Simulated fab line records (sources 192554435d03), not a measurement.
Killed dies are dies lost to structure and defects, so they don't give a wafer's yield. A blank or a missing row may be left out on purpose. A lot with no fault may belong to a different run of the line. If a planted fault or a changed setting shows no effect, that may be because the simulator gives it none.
Which tool did it? :: flow n5 finfet :: Sampling: 12 lots, 36 wafers, 2 of 1938 route steps

## WHAT THE GAUGES READ, wafer by wafer
N5_BEOL_M13_CD_MEAS_28: the cd target is 209.5 nm.
lot: L075
measured: day 11 09:25
on: cd sem-02
cd nm (nm): 209.8 206.1 208.2

lot: L077
measured: day 11 14:20
on: cd sem-01
cd nm (nm): 209.4 209.7 209.1

lot: L080
measured: day 12 07:59
on: cd sem-01
cd nm (nm): 210.3 210.9 209.5

lot: L081
measured: day 12 21:44
on: cd sem-02
cd nm (nm): 209.2 210.1 209.4

lot: L084
measured: day 13 13:55
on: cd sem-03
cd nm (nm): 210.5 210.2 209.2

lot: L085
measured: day 14 02:22
on: cd sem-03
cd nm (nm): 208.3 210.9 210.7

lot: L087
measured: day 14 22:34
on: cd sem-03
cd nm (nm): 209.4 209.4 211.5

lot: L088
measured: day 15 16:25
on: cd sem-01
cd nm (nm): 208.7 213.1 211.3

lot: L090
measured: day 16 01:44
on: cd sem-01
cd nm (nm): 210.2 210.8 210.1

lot: L092
measured: day 16 08:50
on: cd sem-01
cd nm (nm): 209.3 208.1 207.7

lot: L095
measured: day 16 16:14
on: cd sem-03
cd nm (nm): 212.1 213.2 211.6

lot: L096
measured: day 17 12:52
on: cd sem-01
cd nm (nm): 209.6 209.6 212.0

## WHICH TOOL RAN EACH LOT (tool, then ch and the chambers of the sampled wafers, then the start)
lot: L075
N5_BEOL_M12_SPUTTER_45: pvd sputter-02, day 11 06:49

lot: L077
N5_BEOL_M12_SPUTTER_45: pvd sputter-03, day 11 11:38

lot: L080
N5_BEOL_M12_SPUTTER_45: pvd sputter-03, day 12 01:07

lot: L081
N5_BEOL_M12_SPUTTER_45: pvd sputter-03, day 12 15:46

lot: L084
N5_BEOL_M12_SPUTTER_45: pvd sputter-01, day 13 10:55

lot: L085
N5_BEOL_M12_SPUTTER_45: pvd sputter-01, day 13 20:26

lot: L087
N5_BEOL_M12_SPUTTER_45: pvd sputter-01, day 14 19:50

lot: L088
N5_BEOL_M12_SPUTTER_45: pvd sputter-02, day 15 13:38

lot: L090
N5_BEOL_M12_SPUTTER_45: pvd sputter-02, day 15 22:47

lot: L092
N5_BEOL_M12_SPUTTER_45: pvd sputter-01, day 16 06:20

lot: L095
N5_BEOL_M12_SPUTTER_45: pvd sputter-02, day 16 13:35

lot: L096
N5_BEOL_M12_SPUTTER_45: pvd sputter-03, day 17 09:59
- N5_BEOL_M12_SPUTTER_45: material Cu, target thk 80 nm, time 13.33 s.

## THE ANSWER, worked out from the rows above alone
Rule: the lots themselves supply what counts as usual. The widest of any qualifying gaps counts: lots, ordered by their means at a reading, are off when they make up no more than a third of the lots, leave a main group of 4 or more, and stand apart from it by 3 or more times the standard deviation of that group's means. The tables above print the reading to a certain number of digits; a main group whose means all agree to those digits is not used. A lot without any number at a reading at which 4 lots or more have one is off too. All remaining lots with rows at the step are treated as sound.
No lot is off on any of the readings shown, so nothing can be concluded from this.

## WHAT WAS PUT IN BY THE SIMULATOR
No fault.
